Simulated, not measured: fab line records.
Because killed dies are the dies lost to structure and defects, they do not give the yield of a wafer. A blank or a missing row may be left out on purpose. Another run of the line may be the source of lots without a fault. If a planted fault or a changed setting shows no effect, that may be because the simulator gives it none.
fab line records	flow n5_finfet
[record] lots = 5	wafers = 14	last_day = 17
route steps=1938 shown BEOL_M1@782 BEOL_M4@1111 PASSIVATION@1936
lots that met no fault: from a run of the same line without faults
start_h: start of the lot's first displayed wafer, in hours after the record's first day	wait_h: time in hours since the lot's previous step	" identical to the entry in the row above	L1.1+2: one row covering several wafers at once	- value missing, or start not given	* or withheld: withheld	< > ~ a bound
route shown NAME@n: a module of which the file shows steps, and the number in the route of the first	usual: mean/standard deviation taken from wafers without a fault	same: alike in all rows	chamber/n: place in a boat	sites: each site's reading	_std_site: the standard deviation of these	_edge_site: mean of outer sites minus mean of inner sites	radius_mm: for every site, how far away it sits from the centre of the wafer	mask NAME#n: copy n	behind: the last tool/chamber to shape the wafer	hold: why the lot went on hold/how many hours it stayed there/how the hold came to an end	device: names the non-switching transistor (n, p or np)	end of line: at the end of the route, the tests of the same wafers	a step given without rows: its recipe and nothing more	killed: the dies lost at the first sort to structure and to defects; this is not the yield of the wafer	map: shows each die of a wafer: x if killed, . if not, _ if none is there
set.NAME: the setting as run; set.NAME@STEP: as run at that earlier step	model.NAME: the simulator's own value behind a step, which no gauge read
lots at selected steps of the route; one table per step, one row per wafer
services: a tool's chamber out of use, with start hour (start_h, from the record's first day; less than 0 if before it), hours out, and reason
[[steps]]
[step N5_BEOL_M1_SOFTBAKE_23]
[recipe] temp_c = 110	time_s = 60	resist = CAR-EUV
[step N5_BEOL_M1_EXPOSE_25]
[recipe] mask_id = V0	na = 0.33	source_shape = quasar	sigma_inner = 0.2	sigma_outer = 0.8	polarization = unpolarized	defocus_nm = 5	target_cd_nm = 24	dose_mj = 63
[step N5_BEOL_M1_PEB_26]
[recipe] peb_temp_c = 100	peb_time_s = 60	resist = CAR-EUV
[step N5_BEOL_M1_DEVELOP_27]
[recipe] develop_time_s = 30	developer = TMAH	resist = CAR-EUV	rinse_liquid = surfactant_rinse	dry = air_spin	dev_temp_c = 23
[step N5_BEOL_M1_CD_MEAS_28]
[recipe] landing_energy_ev = 500	detector = se_inlens	target_cd_y_nm = 23.3
[usual] cd_nm = 24.01/0.2
lot.wafer	tool	chamber	start_h	wait_h	cd_nm
L574.2	cd_sem-01	0	137.73	-	24.21
L574.4	"	0	"	"	24.23
L574.6	"	0	"	"	23.97
L576.2	cd_sem-02	0	149.60	-	24.14
L576.3	"	0	"	"	24.32
L576.6	"	0	"	"	24.15
L585.1	cd_sem-01	0	196.43	-	23.91
L585.4	"	0	"	"	23.88
L584.2	cd_sem-02	0	203.53	-	23.39
L584.5	"	0	"	"	23.76
L584.6	"	0	"	"	23.57
L594.2	cd_sem-02	0	257.64	-	24.17
L594.4	"	0	"	"	23.72
L594.6	"	0	"	"	23.85
[step N5_BEOL_M1_OVL_MEAS_29]
[recipe] points_per_wafer = 522
[usual] V0_OVL = 0.2/0.62
lot.wafer	tool	chamber	start_h	wait_h	V0_OVL[nm]
L574.2	overlay-01	0	137.77	0.0	-0.3
L574.4	"	0	"	"	0.0
L574.6	"	0	"	"	0.0
L576.2	overlay-01	0	149.64	0.0	0.0
L576.3	"	0	"	"	0.8
L576.6	"	0	"	"	0.1
L585.1	overlay-01	0	196.46	0.0	0.6
L585.4	"	0	"	"	0.0
L584.2	overlay-01	0	203.56	0.0	-0.2
L584.5	"	0	"	"	-0.5
L584.6	"	0	"	"	0.9
L594.2	overlay-02	0	257.67	0.0	0.1
L594.4	"	0	"	"	1.3
L594.6	"	0	"	"	0.5
[step N5_BEOL_M1_INSPECT_30]
[recipe] mode = adi	inspect_instrument = brightfield
[usual] raw_defect_count = 434/94
lot.wafer	tool	chamber	start_h	wait_h	raw_defect_count
L574.2	defect_inspect-02	-	137.82	0.0	497
L574.4	"	-	"	"	392
L574.6	"	-	"	"	495
L576.2	defect_inspect-02	-	149.69	0.0	346
L576.3	"	-	"	"	352
L576.6	"	-	"	"	306
L585.1	defect_inspect-01	-	196.52	0.1	471
L585.4	"	-	"	"	305
L584.2	defect_inspect-01	-	203.61	0.0	535
L584.5	"	-	"	"	305
L584.6	"	-	"	"	368
L594.2	defect_inspect-02	-	257.75	0.1	347
L594.4	"	-	"	"	348
L594.6	"	-	"	"	427
[step N5_BEOL_M1_DESCUM_33]
[recipe] chemistry = O2	time_s = 7	source_power_w = 50	bias_power_w = 20	pressure_mtorr = 20	rf_frequency_hz = 2.712e+07	temp_c = 40	resist = CAR-EUV	o2_flow_sccm = 225
[usual] drypump_motor_current_A = 5.7/0.55	oes_product_au = 0.75/0.077	rf_vpp_V = 243.2/1.3	showerhead_plenum_p_Torr = 2.09/0.063	throttle_valve_pct = 20.52/0.26
lot.wafer	tool	chamber	start_h	wait_h	drypump_motor_current_A	oes_product_au	rf_hours_counter_h	rf_vpp_V	showerhead_plenum_p_Torr	throttle_valve_pct
L574.2	rie_diel-02	2	138.17	0.3	5.5	0.76	122	243.5	2.11	20.24
L574.4	"	3	"	"	4.7	0.75	-	243.8	2.09	20.63
L574.6	"	2	"	"	5.6	0.77	-	243.9	2.11	20.24
L576.2	rie_diel-05	3	149.72	0.0	5.6	0.72	191	244.5	2.08	20.93
L576.3	"	0	"	"	5.4	0.70	206	243.0	2.07	20.55
L576.6	"	0	"	"	5.4	0.70	-	242.6	2.07	20.55
L585.1	rie_diel-04	1	196.55	0.0	6.6	0.76	165	243.7	2.00	20.60
L585.4	"	0	"	"	6.1	0.72	185	244.1	2.08	20.58
L584.2	rie_diel-02	1	203.66	0.0	5.9	0.94	13	246.7	2.22	20.00
L584.5	"	1	"	"	5.9	0.94	-	244.9	2.22	20.01
L584.6	"	3	"	"	4.7	0.73	-	242.8	2.08	20.70
L594.2	rie_diel-02	0	257.78	0.0	6.0	0.69	236	241.8	2.06	20.86
L594.4	"	2	"	"	5.6	0.74	158	241.9	2.10	20.30
L594.6	"	2	"	"	5.6	0.74	-	242.2	2.10	20.30
[step N5_BEOL_M1_ETCH_77]
[recipe] chemistry = N2/H2	target = underlayer	target_depth_a = 65	mask_material = CAR-EUV	time_s = 5.2	ion_energy_ev = 200	pressure_mtorr = 30	source_w = 840	bias_w = 150	n2_flow_sccm = 200	h2_flow_sccm = 200	ends = cleared
[usual] drypump_motor_current_A = 5.7/0.54	etch_rf_on_time_s = 5.21/0.079	oes_product_au = 0.64/0.067	rf_vpp_V = 524.1/2.4	showerhead_plenum_p_Torr = 2.54/0.08	throttle_valve_pct = 17.95/0.25
lot.wafer	tool	chamber	start_h	wait_h	drypump_motor_current_A	etch_rf_on_time_s	oes_product_au	rf_hours_counter_h	rf_vpp_V	showerhead_plenum_p_Torr	throttle_valve_pct
L574.2	rie_diel-02	2	138.20	0.0	5.6	5.12	0.65	122	524.8	2.56	17.63
L574.4	"	3	"	"	4.7	5.15	0.64	-	524.9	2.54	18.12
L574.6	"	2	"	"	5.6	5.15	0.67	-	524.2	2.56	17.62
L576.2	rie_diel-05	3	149.76	0.0	5.6	5.35	0.61	191	524.0	2.52	18.30
L576.3	"	0	"	"	5.4	5.29	0.59	206	523.8	2.52	18.01
L576.6	"	0	"	"	5.4	5.24	0.59	-	523.0	2.52	17.99
L585.1	rie_diel-04	1	196.59	0.0	6.6	5.13	0.66	165	521.8	2.43	18.09
L585.4	"	0	"	"	6.1	5.26	0.61	185	524.3	2.52	17.86
L584.2	rie_diel-02	1	203.69	0.0	5.9	5.19	0.80	13	526.9	2.72	17.51
L584.5	"	1	"	"	5.9	5.22	0.80	-	529.7	2.72	17.50
L584.6	"	3	"	"	4.7	5.18	0.63	-	524.8	2.53	18.11
L594.2	rie_diel-02	0	257.82	0.0	6.1	5.35	0.59	236	522.2	2.51	18.39
L594.4	"	2	"	"	5.6	5.16	0.63	158	524.6	2.55	17.68
L594.6	"	2	"	"	5.6	5.19	0.63	-	524.2	2.55	17.66
[step N5_BEOL_M1_ETCH_69]
[recipe] chemistry = CF4	target = SiARC	target_depth_a = 156	mask_material = CAR-EUV	time_s = 26	ion_energy_ev = 80	pressure_mtorr = 40	source_w = 545	bias_w = 36	Ar_flow_sccm = 100	cf4_flow_sccm = 100	ends = cleared
[usual] drypump_motor_current_A = 5.7/0.54	etch_rf_on_time_s = 26.0/0.38	mfc_ar_sccm = 100.0/0.34	oes_product_au = 0.64/0.067	rf_vpp_V = 184.0/1.1	showerhead_plenum_p_Torr = 2.14/0.064	throttle_valve_pct = 15.73/0.26
lot.wafer	tool	chamber	start_h	wait_h	drypump_motor_current_A	etch_rf_on_time_s	mfc_ar_sccm	oes_product_au	rf_hours_counter_h	rf_vpp_V	showerhead_plenum_p_Torr	throttle_valve_pct
L574.2	rie_diel-02	2	138.22	0.0	5.6	26.0	99.7	0.65	122	183.6	2.15	15.37
L574.4	"	3	"	"	4.8	25.9	99.9	0.64	-	183.5	2.14	15.83
L574.6	"	2	"	"	5.6	26.1	99.5	0.66	-	183.8	2.15	15.39
L576.2	rie_diel-05	3	149.77	0.0	5.6	27.2	100.2	0.61	191	184.2	2.12	16.09
L576.3	"	0	"	"	5.4	26.2	99.6	0.59	206	183.9	2.12	15.78
L576.6	"	0	"	"	5.4	26.2	99.9	0.59	-	183.9	2.12	15.78
L585.1	rie_diel-04	1	196.60	0.0	6.6	25.7	99.8	0.65	165	183.9	2.06	15.79
L585.4	"	0	"	"	6.1	26.4	100.0	0.61	185	183.8	2.13	15.81
L584.2	rie_diel-02	1	203.71	0.0	5.9	25.9	100.4	0.80	13	185.1	2.28	15.24
L584.5	"	1	"	"	5.9	25.8	100.1	0.81	-	186.0	2.28	15.24
L584.6	"	3	"	"	4.7	25.9	99.9	0.62	-	185.1	2.13	15.86
L594.2	rie_diel-02	0	257.84	0.0	6.0	26.2	100.3	0.59	236	183.1	2.11	16.07
L594.4	"	2	"	"	5.6	26.0	100.0	0.63	158	185.0	2.14	15.45
L594.6	"	2	"	"	5.6	25.8	100.2	0.63	-	185.7	2.14	15.45
[step N5_BEOL_M1_ALD_98]
[recipe] material = SiO2	target_thk_a = 25	temp_c = 100	ald_precursor_family = BDEAS	ald_co_reactant = O2-plasma	pulse_time_s = 1	co_reactant_pulse_time_s = 1	purge_time_s = 2	co_reactant_purge_time_s = 2	ald_cycles = 17	pressure_torr = 2
[usual] heater_power_w = 77/7.2	precursor_pulse_height_rel = 1.000/0.02
[same] purge_time_s = 2
lot.wafer	tool	chamber	start_h	wait_h	heater_power_w	precursor_pulse_height_rel	since_wet_clean_h
L574.2	ald_sin-04	0	138.49	0.2	81	0.997	236
L574.4	"	3	"	"	72	1.018	236
L574.6	"	3	"	"	73	0.999	-
L576.2	ald_sin-03	3	149.86	0.1	70	0.999	338
L576.3	"	2	"	"	71	0.979	338
L576.6	"	2	"	"	75	0.998	-
L585.1	ald_sin-04	0	197.12	0.5	85	1.021	294
L585.4	"	1	"	"	81	0.986	294
L584.2	ald_sin-03	0	204.34	0.6	83	0.998	14
L584.5	"	0	"	"	81	1.033	-
L584.6	"	1	"	"	79	0.984	-
L594.2	ald_sin-02	2	257.92	0.1	76	1.007	159
L594.4	"	3	"	"	61	1.013	159
L594.6	"	3	"	"	61	0.978	-
[step N5_BEOL_M1_ETCHBACK_99]
[recipe] chemistry = CHF3	target = SiO2	target_depth_a = 50	time_s = 10.4	source_w = 215	bias_w = 47	Ar_flow_sccm = 200	CHF3_flow_sccm = 12	ion_energy_ev = 100	pressure_mtorr = 30
[usual] drypump_motor_current_A = 5.8/0.48	mfc_ar_sccm = 199.9/0.66	oes_product_au = 0.75/0.079	rf_vpp_V = 241.7/2.8	showerhead_plenum_p_Torr = 2.15/0.07	throttle_valve_pct = 17.20/0.26
lot.wafer	tool	chamber	start_h	wait_h	drypump_motor_current_A	mfc_ar_sccm	oes_product_au	rf_hours_counter_h	rf_vpp_V	showerhead_plenum_p_Torr	throttle_valve_pct
L574.2	rie_diel-04	1	144.42	5.9	6.6	199.8	0.78	150	235.5	2.06	17.18
L574.4	"	3	"	"	5.7	200.7	0.70	229	239.6	2.04	17.49
L574.6	"	2	"	"	5.5	200.7	0.77	-	242.7	2.23	17.09
L576.2	rie_diel-05	0	151.30	1.4	5.4	199.8	0.70	206	241.9	2.13	17.20
L576.3	"	1	"	"	6.7	200.0	0.71	199	243.6	2.13	17.30
L576.6	"	1	"	"	6.7	199.6	0.71	-	244.4	2.13	17.29
L585.1	rie_diel-04	2	207.79	10.6	5.5	200.0	0.75	177	241.8	2.23	17.12
L585.4	"	3	"	"	5.6	199.8	0.69	249	240.8	2.03	17.52
L584.2	rie_diel-05	0	207.93	3.5	5.4	199.9	0.69	220	242.9	2.12	17.23
L584.5	"	3	"	"	5.6	199.9	0.71	-	244.0	2.13	17.58
L584.6	"	2	"	"	5.5	199.9	0.69	-	239.1	2.11	17.08
L594.2	rie_diel-02	0	259.54	1.6	6.0	199.2	0.70	237	239.5	2.12	17.51
L594.4	"	2	"	"	5.6	199.2	0.74	159	243.4	2.15	16.88
L594.6	"	2	"	"	5.6	199.8	0.74	-	246.1	2.15	16.91
[step N5_BEOL_M1_ETCH_70]
[recipe] chemistry = N2/H2	target = SOC	target_depth_a = 800	overetch_a = 160	mask_material = SiARC	temp_c = 40	time_s = 120	ion_energy_ev = 200	pressure_mtorr = 30	source_w = 840	bias_w = 150	n2_flow_sccm = 200	h2_flow_sccm = 200
[usual] drypump_motor_current_A = 5.8/0.48	oes_product_au = 0.57/0.058	rf_vpp_V = 523.7/2.4	run_length_s = 143.5/0.49	showerhead_plenum_p_Torr = 2.54/0.084	throttle_valve_pct = 17.94/0.25
lot.wafer	tool	chamber	start_h	wait_h	drypump_motor_current_A	oes_product_au	rf_hours_counter_h	rf_vpp_V	run_length_s	showerhead_plenum_p_Torr	throttle_valve_pct	model.SiARC_of_BEOL_M1_COAT_68.thk_nm
L574.2	rie_diel-04	1	144.46	0.0	6.6	0.59	150	520.6	143.0	2.44	18.04	6.2
L574.4	"	3	"	"	5.7	0.54	229	520.5	143.4	2.40	18.14	6.2
L574.6	"	2	"	"	5.5	0.59	-	527.2	143.8	2.65	17.80	6.4
L576.2	rie_diel-05	0	151.34	0.0	5.4	0.53	206	523.9	143.4	2.52	17.94	6.4
L576.3	"	1	"	"	6.7	0.54	199	524.7	143.7	2.52	18.02	6.2
L576.6	"	1	"	"	6.8	0.54	-	523.7	143.7	2.52	18.03	6.2
L585.1	rie_diel-04	2	207.82	0.0	5.5	0.66	177	526.8	127.6	2.64	17.85	7
L585.4	"	3	"	"	5.7	0.61	249	519.9	127.8	2.39	18.18	7
L584.2	rie_diel-05	0	207.97	0.0	5.4	0.53	221	524.4	143.5	2.52	17.98	6.4
L584.5	"	3	"	"	5.6	0.55	-	524.5	143.8	2.52	18.30	6.6
L584.6	"	2	"	"	5.5	0.54	-	523.2	143.9	2.50	17.92	6.6
L594.2	rie_diel-02	0	259.58	0.0	6.0	0.53	237	522.5	143.1	2.51	18.34	6.4
L594.4	"	2	"	"	5.6	0.57	159	523.4	144.6	2.55	17.65	6.2
L594.6	"	2	"	"	5.6	0.56	-	524.4	143.9	2.55	17.65	6.2
[step N5_BEOL_M1_STRIP_71]
[recipe] chemistry = N2/H2	temp_c = 40	n2_flow_sccm = 200	h2_flow_sccm = 200	rf_frequency_hz = 6e+07
[step N5_BEOL_M4_RC_MEAS_101]
[usual] DIBL_N = 36.3/1.2	DIBL_P = 36.3/1.4	IOFF_N = 0.157/0.02	IOFF_P = 0.22/0.033	ION_N = 675/9.6	ION_P = 465/8.2	SS_N = 71.4/0.45	SS_P = 73.3/0.54	VT_N = 249.8/2.5	VT_P = -249/3.2
lot.wafer	tool	chamber	start_h	wait_h	DIBL_N[mV/V]	DIBL_P[mV/V]	IOFF_N[nA/um]	IOFF_P[nA/um]	ION_N[uA/um]	ION_P[uA/um]	SS_N[mV/dec]	SS_P[mV/dec]	VT_N[mV]	VT_P[mV]
L574.2	prober-01	0	188.04	0.2	36.7	37.2	0.161	0.19	675	454	70.6	72.9	250.2	-252
L574.4	"	0	"	"	35.9	35.8	0.147	0.18	681	458	71.0	72.7	248.5	-250
L574.6	"	0	"	"	36.0	36.6	0.156	0.19	677	460	71.7	73.4	249.3	-250
L576.2	prober-01	0	209.24	0.2	36.1	35.9	0.161	0.24	685	477	70.8	73.3	249.4	-245
L576.3	"	0	"	"	36.7	36.7	0.175	0.25	681	469	72.3	73.1	248.9	-251
L576.6	"	0	"	"	36.7	36.8	0.176	0.24	685	473	72.0	73.3	247.5	-250
L585.1	prober-01	0	251.93	0.0	35.4	35.8	0.159	0.20	670	457	71.4	72.7	248.4	-253
L585.4	"	0	"	"	35.0	35.2	0.157	0.19	677	456	71.2	72.9	248.8	-251
L584.2	prober-01	0	269.58	0.2	37.1	37.2	0.183	0.26	688	473	71.0	73.9	245.6	-246
L584.5	"	0	"	"	36.2	36.6	0.171	0.24	686	474	70.9	73.2	247.6	-247
L584.6	"	0	"	"	36.9	37.6	0.184	0.25	689	471	71.5	73.6	245.5	-246
L594.2	prober-01	0	307.35	0.2	37.1	37.2	0.175	0.28	680	472	71.5	73.8	246.7	-245
L594.4	"	0	"	"	36.1	35.8	0.147	0.25	665	465	71.4	72.6	250.7	-246
L594.6	"	0	"	"	36.9	37.3	0.168	0.27	670	472	71.8	73.5	249.9	-245
[step N5_PASSIVATION_PROBE_49]
[usual] defect_limited_yield = 91.1/1.4	killed_at_M0_to_M3 = 33/10	killed_at_M4_up = 15/5.8	killed_at_contacts = 13/5.9	killed_at_front_end = 39/11	killed_at_other = 4/3.6	killed_dies = 105/16	killed_open = 68/11	killed_short = 34/7.8	sort_bin_5_function = 5.2/0.88	sort_bin_6_memory = 3.3/0.61	sort_n_pass = 1075/16	sort_yield_pct = 91.1/1.4
[same] gross_dies = 1180	killed_at_back_side = 0	sort_bin_4_leakage[%] = 0	sort_bin_8_speed[%] = 0
lot.wafer	tool	chamber	start_h	wait_h	defect_limited_yield[%]	killed_at_M0_to_M3	killed_at_M4_up	killed_at_contacts	killed_at_front_end	killed_at_other	killed_dies	killed_open	killed_short	sort_bin_5_function[%]	sort_bin_6_memory[%]	sort_n_pass	sort_yield_pct[%]
L574.2	prober-01	-	291.16	0.1	92.7	26	8	13	39	0	86	60	24	4.7	2.0	1094	92.7
L574.4	prober-01	-	291.26	0.2	90.3	28	14	10	61	1	114	80	33	5.5	3.9	1066	90.3
L574.6	prober-01	-	291.36	0.3	91.9	21	10	10	51	4	96	55	33	4.6	2.8	1084	91.9
L576.2	prober-01	-	300.85	0.1	88.9	26	33	8	58	6	131	80	46	6.7	4.1	1049	88.9
L576.3	prober-01	-	300.90	0.1	91.4	29	25	17	23	8	102	73	25	4.6	3.7	1078	91.4
L576.6	prober-01	-	301.05	0.3	91.2	28	23	15	25	13	104	76	24	4.9	3.8	1076	91.2
L585.1	prober-01	-	358.32	0.0	91.1	43	12	3	33	14	105	58	43	5.6	2.8	1075	91.1
L585.4	prober-01	-	358.47	0.2	90.9	42	13	6	34	12	107	61	43	4.3	4.1	1073	90.9
L584.2	prober-02	-	371.81	0.1	89.1	43	24	6	44	12	129	74	53	6.9	3.3	1051	89.1
L584.5	prober-02	-	371.96	0.2	89.4	57	13	14	39	2	125	73	48	6.4	3.2	1055	89.4
L584.6	prober-02	-	372.01	0.3	90.5	71	14	11	14	2	112	82	30	5.5	3.8	1068	90.5
L594.2	prober-01	-	408.46	0.1	91.2	42	15	6	33	8	104	63	40	5.3	3.1	1076	91.2
L594.4	prober-01	-	408.56	0.2	91.4	41	11	0	47	2	101	68	33	5.2	3.4	1079	91.4
L594.6	prober-01	-	408.66	0.3	92.2	34	7	11	37	3	92	59	32	5.3	2.4	1088	92.2
// killed by level:class
L574.2 FIN_SAQP:geometric_particle:open=13 MOL_CONTACT_COAG:geometric_particle:open=11 FIN_SAQP:geometric_particle:short=8 BEOL_M0:geometric_particle:open=6 DUMMY_GATE:geometric_particle:open=5 BEOL_M3:geometric_particle:open=5 STI_FIN_REVEAL:geometric_particle:open=4 SPACER0:geometric_particle:short=3
L574.4 STI_FIN_REVEAL:geometric_particle:open=17 FIN_SAQP:geometric_particle:short=14 FIN_SAQP:geometric_particle:open=9 MOL_CONTACT_COAG:geometric_particle:open=9 BEOL_M0:geometric_particle:open=8 BEOL_M3:geometric_particle:open=7 DUMMY_GATE:geometric_particle:open=5 GATE_CUT:geometric_particle:short=4
L574.6 STI_FIN_REVEAL:geometric_particle:open=11 BEOL_M0_SAQP:geometric_particle:short=7 STARTING-WAFER:geometric_particle:open=7 MOL_CONTACT_COAG:geometric_particle:open=6 BEOL_M4:geometric_particle:open=6 FIN_SAQP:geometric_particle:short=5 FIN_SAQP:geometric_particle:open=5 DUMMY_GATE:geometric_particle:open=5
L576.2 FIN_SAQP:geometric_particle:open=20 BEOL_M4:geometric_particle:open=15 FIN_SAQP:geometric_particle:short=10 MOL_CONTACT_COAG:geometric_particle:open=6 GATE_CUT:geometric_particle:short=5 ILD0:geometric_particle:short=5 BEOL_M0_SAQP:geometric_particle:open=5 BEOL_M1:geometric_particle:open=5
L576.3 MOL_CONTACT_COAG:geometric_particle:open=15 BEOL_M4:geometric_particle:open=11 BEOL_M1:geometric_particle:open=10 BEOL_M3:geometric_particle:open=7 STI_FIN_REVEAL:geometric_particle:open=6 STARTING-WAFER:geometric_particle:short=5 BEOL_M0_SAQP:geometric_particle:open=4 PAD_METAL:geometric_particle:short=4
L576.6 MOL_CONTACT_COAG:geometric_particle:open=12 BEOL_M0_SAQP:geometric_particle:open=8 BEOL_M1:geometric_particle:open=8 BEOL_M4:geometric_particle:open=8 FIN_SAQP:geometric_particle:open=7 STI_FIN_REVEAL:geometric_particle:open=5 BEOL_M2:geometric_particle:open=4 BEOL_M8:geometric_particle:open=4
L585.1 BEOL_M2:geometric_particle:open=11 FIN_SAQP:geometric_particle:short=9 BEOL_M0_SAQP:geometric_particle:short=7 BEOL_M1:geometric_particle:open=7 FIN_SAQP:geometric_particle:open=6 BEOL_M3:geometric_particle:open=6 DUMMY_GATE:geometric_particle:open=4 MIM_TOP_ETCH:geometric_particle:open=4
L585.4 BEOL_M0_SAQP:geometric_particle:short=14 FIN_SAQP:geometric_particle:short=12 BEOL_M2:geometric_particle:open=10 FIN_SAQP:geometric_particle:open=6 MOL_CONTACT_COAG:geometric_particle:open=6 BEOL_M4:geometric_particle:open=6 BEOL_M0_SAQP:geometric_particle:open=5 BEOL_M1:geometric_particle:open=5
L584.2 BEOL_M0_SAQP:geometric_particle:short=17 FIN_SAQP:geometric_particle:short=14 BEOL_M4:geometric_particle:open=14 BEOL_M0_SAQP:geometric_particle:open=11 FIN_SAQP:geometric_particle:open=10 BEOL_M2:geometric_particle:open=5 STI_FIN_REVEAL:geometric_particle:open=5 MOL_CONTACT_COAG:geometric_particle:open=5
L584.5 BEOL_M0_SAQP:geometric_particle:short=13 BEOL_M0_SAQP:geometric_particle:open=13 MOL_CONTACT_COAG:geometric_particle:open=10 FIN_SAQP:geometric_particle:short=9 BEOL_M2:geometric_particle:open=9 FIN_SAQP:geometric_particle:open=8 BEOL_M1:geometric_particle:open=6 BEOL_M4:geometric_particle:open=6
L584.6 BEOL_M0_SAQP:geometric_particle:open=15 BEOL_M1:geometric_particle:open=13 BEOL_M0_SAQP:geometric_particle:short=12 BEOL_M2:geometric_particle:open=11 MOL_CONTACT_COAG:geometric_particle:open=10 BEOL_M3:geometric_particle:open=8 BEOL_M1:geometric_particle:short=6 BEOL_M4:geometric_particle:open=5
L594.2 BEOL_M0_SAQP:geometric_particle:short=8 BEOL_M2:geometric_particle:open=8 BEOL_M0_SAQP:geometric_particle:open=7 FIN_SAQP:geometric_particle:open=6 MOL_CONTACT_COAG:geometric_particle:open=5 BEOL_M3:geometric_particle:open=5 FIN_SAQP:geometric_particle:short=4 BEOL_M1:geometric_particle:open=4
L594.4 STI_FIN_REVEAL:geometric_particle:open=15 BEOL_M0_SAQP:geometric_particle:short=14 BEOL_M0_SAQP:geometric_particle:open=10 FIN_SAQP:geometric_particle:open=6 BEOL_M2:geometric_particle:open=6 BEOL_M4:geometric_particle:open=6 BEOL_M3:geometric_particle:open=5 STARTING-WAFER:geometric_particle:open=4
L594.6 DUMMY_GATE:geometric_particle:open=9 BEOL_M1:geometric_particle:open=8 BEOL_M3:geometric_particle:open=7 BEOL_M0_SAQP:geometric_particle:short=7 MOL_CONTACT_COAG:geometric_particle:open=6 STI_FIN_REVEAL:geometric_particle:open=5 MOL_CONTACT_COAG:geometric_particle:short=4 BEOL_M2:geometric_particle:open=4
[[services]]
tool	chamber	start_h	hours	kind
rie_diel-02	1	137.73	-	clean
rie_diel-02	1	137.73	-	consumable_replace:focus_ring
rie_diel-02	1	137.73	-	consumable_replace:showerhead
rie_diel-02	-	139.51	0.9	repair
ald_sin-03	-	176.81	14.0	pm
ald_sin-03	0	176.81	14.0	vent_cycle
ald_sin-03	1	176.81	14.0	vent_cycle
rie_diel-02	0	202.66	7.8	repair
rie_diel-02	2	206.69	6.6	repair
rie_diel-05	2	209.91	-	clean
rie_diel-05	2	209.91	-	consumable_replace:focus_ring
rie_diel-05	2	209.91	14.9	scheduled_down
rie_diel-05	2	209.91	14.9	vent_cycle
rie_diel-04	3	210.24	-	clean
rie_diel-04	3	210.24	-	consumable_replace:focus_ring
rie_diel-04	3	210.24	-	consumable_replace:showerhead
rie_diel-04	3	210.24	16.8	scheduled_down
rie_diel-04	3	210.24	16.8	vent_cycle
ald_sin-02	3	212.69	12.1	repair
ald_sin-02	1	221.04	5.6	repair
ald_sin-02	2	226.91	10.4	repair
ald_sin-03	1	227.38	3.0	repair
ald_sin-04	2	234.21	14.3	repair
ald_sin-02	0	253.08	4.4	repair
[[key]]
[first_sign] step = N5_BEOL_M1_ETCH_70	reading = run_length_s	direction = down	sigmas = 32	usual = *	struck = *
effect none on later readings
[model_effect] step = N5_BEOL_M1_ETCH_70	value = SiARC_of_BEOL_M1_COAT_68.thk_nm	without = 6.3	struck = 7
met_at N5_BEOL_M1_ETCH_70
struck_wafers L585.1,L585.4
onset_between 144.46 207.82
[fault] kind = process_parameter_drift	tool = rie_diel-04	chamber = -	onset_h = 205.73	steps = N5_BEOL_M1_ETCH_70	channel = time_s	offset = *	shape = step	end_h = 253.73	scope = struck_wafers_only	acts_in = *	stated = *
